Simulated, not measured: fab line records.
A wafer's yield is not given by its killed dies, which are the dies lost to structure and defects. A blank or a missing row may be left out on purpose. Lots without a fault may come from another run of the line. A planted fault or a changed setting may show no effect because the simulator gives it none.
Chamber matching | flow n5Finfet | 4 sister chambers for N5_BEOL_M0_SAQP_STRIP_86 on rieDiel-05
The step strips in N2/H2. 4 wafers are shown with their chamber, then 12 later ones without.

WAFERS PAIRED WITH THEIR CHAMBERS
wafer  | chamber | throttleValvePct (%)
L082.6 | 0       | 19.4
L087.6 | 2       | 19.9
L088.5 | 1       | 18.7
L088.6 | 3       | 19.5

WAFERS WHOSE CHAMBER IS MISSING
wafer  | throttleValvePct (%)
L089.2 | 19.9
L089.3 | 19.5
L089.5 | 18.7
L090.1 | 19.0
L090.4 | 19.9
L090.6 | 18.7
L092.3 | 19.9
L092.5 | 18.7
L092.6 | 19.9
L094.2 | 19.1
L094.3 | 19.9
L094.6 | 18.7

WHICH CHAMBER EACH ONE RAN IN
wafer  | from the rows above          | in truth
L089.2 | 2                            | 2
L089.3 | can't be placed: 3 or 0      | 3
L089.5 | 1                            | 1
L090.1 | can't be placed: 1 or 0 or 3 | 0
L090.4 | 2                            | 2
L090.6 | 1                            | 1
L092.3 | 2                            | 2
L092.5 | 1                            | 1
L092.6 | 2                            | 2
L094.2 | can't be placed: 0 or 3 or 1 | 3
L094.3 | 2                            | 2
L094.6 | 1                            | 1
Correctly placed: 9 of 12. From these rows, 3 cannot be placed; in 3 the true chamber is one of the candidates. Placed wrongly: 0.
How it was worked out, from the rows above alone: a wafer's distance from a chamber is the root of the sum, over the readings, of the square of ((its reading less the chamber's mean) divided by the reading's scatter). If the next closest chamber is less than 2 further off than the closest, the wafer can't be placed; otherwise it belongs to the closest. For every chamber, the mean is computed from those of its wafers that are shown. The scatter (one wafer shown for each chamber): square how far every hidden wafer sits from the nearest shown wafer, average those squares and take the square root.
